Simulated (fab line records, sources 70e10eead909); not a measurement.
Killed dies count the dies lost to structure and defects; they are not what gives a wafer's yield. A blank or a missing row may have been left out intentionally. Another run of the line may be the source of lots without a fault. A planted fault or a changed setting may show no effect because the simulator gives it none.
Chamber matching ; flow nand harc ; NHARC_A_STAIRCASE_TRIM_200 on rie diel-04 has 4 sister chambers
The step chemistry O2, time 211.2 s. 14 wafers are shown with their chamber, then 7 later ones without.

WAFERS, EACH WITH ITS CHAMBER
wafer;chamber;drypump motor current A (A);showerhead plenum p Torr (Torr);rf vpp V (V)
L375.1;1;5.0;3.30;56.7
L375.2;0;5.7;3.74;56.5
L375.3;2;5.4;3.33;58.0
L381.1;0;5.7;3.73;58.5
L381.2;3;5.5;3.45;56.7
L381.6;1;5.0;3.29;56.0
L386.1;0;5.7;3.73;58.5
L386.4;0;5.7;3.73;60.9
L386.5;2;5.4;3.31;56.3
L388.1;0;5.7;3.72;58.8
L388.4;2;5.4;3.30;57.7
L390.1;3;5.5;3.43;57.5
L396.1;0;5.7;3.71;58.3
L396.2;3;5.4;3.43;57.7

SIGNATURES, as means of the wafers listed above
reading;chamber 0;chamber 1;chamber 2;chamber 3;scatter within a chamber
drypump motor current A;5.700;5.000;5.400;5.467;0.0258
showerhead plenum p Torr;3.7267;3.2950;3.3133;3.4367;0.0115
rf vpp V;58.583;56.350;57.333;57.300;1.11
Rule: a wafer's distance from a chamber is the root of the sum, over the readings, of the square of ((its reading less the chamber's mean) divided by the reading's scatter). If the next closest chamber is less than 2 further off than the closest, the wafer can't be placed; otherwise it belongs to the closest. The scatter: the root of (the sum of the squares of (reading less its chamber's mean) over the shown wafers, divided by (wafers less chambers)).

WAFERS WITH NO CHAMBER GIVEN
wafer;drypump motor current A (A);showerhead plenum p Torr (Torr);rf vpp V (V)
L396.5;5.4;3.43;57.4
L397.1;5.0;3.80;58.6
L397.2;5.7;3.71;58.2
L397.5;5.0;3.80;58.1
L398.2;5.0;3.80;59.0
L398.3;5.4;3.29;57.8
L398.4;5.5;3.42;56.9

WHICH CHAMBER EACH ONE RAN IN
wafer;from the rows above;in truth
L396.5;3;3
L397.1;0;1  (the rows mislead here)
L397.2;0;0
L397.5;0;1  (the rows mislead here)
L398.2;0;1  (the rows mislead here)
L398.3;2;2
L398.4;3;3
Placed correctly: 4 of 7. Number that these rows cannot place: 0. 3 placed wrongly.
